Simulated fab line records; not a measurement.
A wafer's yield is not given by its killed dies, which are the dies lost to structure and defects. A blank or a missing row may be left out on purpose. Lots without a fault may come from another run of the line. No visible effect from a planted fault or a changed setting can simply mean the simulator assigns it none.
Comparing a struck lot with a sound one || flow n5_finfet || 15 steps out of a route of 1938
Sound: wafers L927.3, L927.4, L927.6. Struck: wafer L937.6. (L937.1 of the same lot was not struck and is left out.) The cause comes at the end.
For every step that has rows: the tool of each side, followed by ch and its chambers, followed by its first start. Under that, the readings that differ: sound wafers || struck wafers || difference of the means || sigmas: that difference in standard deviations of wafers without a fault.
alike: words and numbers the same on both sides, and readings whose means are apart by under 2 such deviations; not compared: readings that were withheld, readings missing a value for some wafer, numbers with overlapping values and no deviation given by the record, and bounds like >300 which may hide the same value.
A row with sigmas, a row that says differs or no value, or rows on one side alone: a step with any of these is where the two part. When numbers do not overlap yet have no deviation, they are printed without sigmas and do not part them. A reading missing from all wafers of one side parts the sides only when that side holds two or more wafers.

N5_BEOL_M11_STRIP_77: strips in N2/H2, time 10 s.
  sound: rie_diel-02 ch 0,2,3; struck: rie_diel-02 ch 3
  alike: drypump_motor_current_A, n2_flow_sccm, oes_product_au, rf_vpp_V, showerhead_plenum_p_Torr, throttle_valve_pct
  not compared: rf_hours_counter_h
N5_BEOL_M11_OCD_MEAS_38:
  sound on ocd-01, day 11 09:32; struck on ocd-01, day 13 12:21
  alike: trench_depth_nm
then, 4 steps without rows for these wafers: N5_BEOL_M11_HM_STRIP_39 (strips TiN in peroxide tin strip, target depth 25 nm, time 158 s); N5_BEOL_M11_SRD_40 (time 30 s); N5_BEOL_M11_PRECLEAN_42 (cleans in residue remover, time 60 s); N5_BEOL_M11_SRD_43 (time 30 s).
N5_BEOL_M11_CD_MEAS_35 targets a cd of 70 nm.
  sound on cd_sem-02, day 11 09:42; struck on cd_sem-03, day 13 12:30
  alike: cd_nm
N5_BEOL_M11_CURE_72: cures SiCOH lowk, time 120 s.
  sound on uv_cure-03 ch 1, day 11 09:50; struck on uv_cure-02 ch 1, day 13 12:33
  alike: lamp_power_pct, wafer_temp_C_max
N5_BEOL_M11_DEGAS_44: time 60 s.
  sound on pvd_sputter-03, day 11 10:49; struck on pvd_sputter-02, day 13 12:56
{"reading": "heater_power_w (W)", "sound": "300 299 298", "struck": 365, "difference": "+66", "sigmas": "+2"}
then, 2 steps without rows for these wafers: N5_BEOL_M11_PRE_CLEAN_45 (time 30 s); N5_BEOL_M11_ALD_74 (deposits TaN, target thk 2 nm, pulse time 2 s, purge time 3 s).
N5_BEOL_M11_SURFACE_TREAT_76:
  sound on pvd_sputter-02, day 11 11:11; struck on pvd_sputter-03, day 13 13:19
  alike: ar_flow_sccm
  not compared: throttle_valve_pct
N5_BEOL_M11_CVD_75: deposits Co from CCTBA/H2, target thk 2 nm, time 138.9 s.
  sound on cvd_co-02 ch 1,2, day 11 11:17; struck on cvd_co-02 ch 1, day 13 13:30
{"reading": "run_length_s (s)", "sound": "161.4 162.0 161.9", "struck": 253.0, "difference": "+91.2", "sigmas": "+99 or more"}
  alike: chamber_pressure_Torr
N5_BEOL_M11_SPUTTER_48: material Cu, target thk 12 nm, time 2 s.
  sound on pvd_sputter-01, day 11 11:25; struck on pvd_sputter-01, day 13 13:37
  alike: throttle_valve_pct
N5_PASSIVATION_PROBE_49:
  sound on prober-02, day 13 15:20; struck on prober-01, day 15 08:00
{"reading": "defect_limited_yield (%)", "sound": "93.6 92.7 92.4", "struck": 89.2, "difference": -3.7, "sigmas": -2}
{"reading": "killed_dies", "sound": "76 86 90", "struck": 127, "difference": "+43", "sigmas": "+2"}
{"reading": "killed_open", "sound": "47 43 53", "struck": 82, "difference": "+34", "sigmas": "+2"}
{"reading": "sort_bin_5_function (%)", "sound": "3.9 3.7 4.7", "struck": 6.3, "difference": "+2.2", "sigmas": "+2"}
{"reading": "sort_n_pass", "sound": "1104 1094 1090", "struck": 1053, "difference": -43, "sigmas": -2}
{"reading": "sort_yield_pct (%)", "sound": "93.6 92.7 92.4", "struck": 89.2, "difference": -3.7, "sigmas": -2}
  alike: killed_at_M0_to_M3, killed_at_M4_up, killed_at_contacts, killed_at_front_end, killed_at_other, killed_short, sort_bin_6_memory

WHERE THEY PART
Earliest at N5_BEOL_M11_DEGAS_44; latest, in this record, at N5_PASSIVATION_PROBE_49.

WHY: the cause the simulator had injected
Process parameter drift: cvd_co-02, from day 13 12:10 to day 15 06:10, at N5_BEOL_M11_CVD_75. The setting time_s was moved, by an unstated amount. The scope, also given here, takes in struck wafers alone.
